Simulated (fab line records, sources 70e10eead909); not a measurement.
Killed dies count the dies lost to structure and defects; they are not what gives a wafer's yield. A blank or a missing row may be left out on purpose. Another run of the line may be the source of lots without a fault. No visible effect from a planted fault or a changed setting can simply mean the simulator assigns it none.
Chamber matching -- flow nand_harc -- NHARC_A_M1_DESCUM_14 on rie_diel-02: 4 sister chambers
The step chemistry O2, time 3 s. 4 wafers are shown with their chamber, then 11 later ones without.

WAFERS PAIRED WITH THEIR CHAMBERS
wafer,chamber,drypump_motor_current_A (A)
L089.5,2,5.50
L088.3,0,5.73
L088.5,3,6.62
L090.1,1,6.07

WAFERS WITH NO CHAMBER GIVEN
wafer,drypump_motor_current_A (A)
L090.3,5.74
L090.6,5.51
L093.2,5.73
L093.3,6.61
L093.4,6.12
L096.1,5.74
L096.2,6.16
L096.6,6.13
L096.3,6.63
L096.4,5.50
L096.5,5.76

WHICH CHAMBER EACH WENT THROUGH
wafer,from the rows above,in truth
L090.3,0,0
L090.6,2,2
L093.2,0,0
L093.3,3,3
L093.4,1,1
L096.1,0,0
L096.2,1,1
L096.6,1,1
L096.3,3,3
L096.4,2,2
L096.5,0,0
Correct placement for 11 of the 11. Number that these rows cannot place: 0. 0 placed wrongly.
How it was worked out, from the rows above alone: a wafer's distance from a chamber is the root of the sum, over the readings, of the square of ((its reading less the chamber's mean) divided by the reading's scatter). If the next closest chamber is less than 2 further off than the closest, the wafer can't be placed; otherwise it belongs to the closest. For every chamber, the mean is computed from those of its wafers that are shown. The scatter: with one shown wafer a chamber, the root of the mean of the squares of how far each hidden wafer lies from its nearest shown one.
